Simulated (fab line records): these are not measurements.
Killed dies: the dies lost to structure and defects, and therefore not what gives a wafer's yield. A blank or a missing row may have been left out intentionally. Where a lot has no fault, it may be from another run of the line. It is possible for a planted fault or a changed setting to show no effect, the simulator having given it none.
Which of the tools did it? :: flow n5_finfet :: at 1 step of a route of 1938, 12 lots with 36 wafers sampled

== WHAT THE GAUGES SHOWED, per wafer ==
N5_FIN_SAQP_INSPECT_18: inspects for defects (brightfield).
lot: L075
measured: day 2 04:13
on: defect_inspect-02
raw_defect_count: 531 661 441

lot: L077
measured: day 2 15:51
on: defect_inspect-02
raw_defect_count: 254 411 458

lot: L079
measured: day 3 03:26
on: defect_inspect-02
raw_defect_count: 476 474 405

lot: L081
measured: day 3 16:26
on: defect_inspect-01
raw_defect_count: 472 457 469

lot: L083
measured: day 4 03:55
on: defect_inspect-02
raw_defect_count: 294 319 384

lot: L085
measured: day 4 16:13
on: defect_inspect-02
raw_defect_count: 374 309 302

lot: L087
measured: day 5 04:59
on: defect_inspect-02
raw_defect_count: 409 462 292

lot: L089
measured: day 5 15:25
on: defect_inspect-02
raw_defect_count: 421 493 371

lot: L091
measured: day 6 06:07
on: defect_inspect-02
raw_defect_count: 481 440 336

lot: L093
measured: day 7 04:08
on: defect_inspect-02
raw_defect_count: 601 690 340

lot: L095
measured: day 7 13:02
on: defect_inspect-01
raw_defect_count: 647 684 397

lot: L097
measured: day 7 18:29
on: defect_inspect-01
raw_defect_count: 387 410 274

== WHAT TOOL EACH LOT RAN ON (gives the tool, then ch and the chambers of the sampled wafers, and finally the start) ==
The record holds no process step before these readings.

== THE ANSWER, worked out from the rows above alone ==
Rule: usual is defined by the lots themselves. The widest of any qualifying gaps counts: lots, ordered by their means at a reading, are off when they make up no more than a third of the lots, leave a main group of 4 or more, and stand apart from it by 3 or more times the standard deviation of that group's means. A main group whose means are all the same, to the digits that the tables above print for the reading, isn't used. Also off: a lot with no number at a reading for which 4 or more lots have one. Any other lot the step has rows for is counted as sound.
None of the lots is off at any reading shown; this tells nothing.

== WHAT THE SIMULATOR PUT IN ==
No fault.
